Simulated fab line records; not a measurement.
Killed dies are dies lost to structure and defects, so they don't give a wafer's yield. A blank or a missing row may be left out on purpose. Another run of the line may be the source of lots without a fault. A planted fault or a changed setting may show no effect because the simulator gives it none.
Matching of chambers	flow n5Finfet	4 sister chambers for N5_GATE_CUT_ETCH_58 on rieDiel-06
The step etches SiNx in CH3F/O2, target depth 17 nm, time 128.6 s. 4 wafers are shown with their chamber, then 9 later ones without.

## WAFERS WITH THEIR CHAMBER
wafer	chamber	showerheadPlenumPTorr (Torr)
L080.6	1	2.06
L081.2	3	2.01
L081.3	0	2.06
L081.4	2	1.98

## WAFERS WITHOUT THEIR CHAMBER
wafer	showerheadPlenumPTorr (Torr)
L084.1	2.06
L084.3	2.01
L084.5	2.05
L092.3	1.97
L092.5	2.05
L092.6	1.97
L097.1	2.05
L097.4	1.97
L097.6	2.05

## EACH ONE'S CHAMBER
wafer	from the rows above	in truth
L084.1	can't be placed: 0 or 1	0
L084.3	3	3
L084.5	can't be placed: 0 or 1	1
L092.3	2	2
L092.5	can't be placed: 0 or 1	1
L092.6	2	2
L097.1	can't be placed: 0 or 1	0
L097.4	2	2
L097.6	can't be placed: 0 or 1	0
Correctly placed: 4 of 9. Cannot be placed on the basis of these rows: 5; the candidates contain the true chamber in 5. Placed wrongly: 0.
How it was worked out, from the rows above alone: a wafer's distance from a chamber is the root of the sum, over the readings, of the square of ((its reading less the chamber's mean) divided by the reading's scatter). If the next closest chamber is less than 2 further off than the closest, the wafer can't be placed; otherwise it belongs to the closest. The mean given for a chamber averages the wafers shown for that chamber. The scatter (one wafer shown for each chamber): square how far every hidden wafer sits from the nearest shown wafer, average those squares and take the square root.
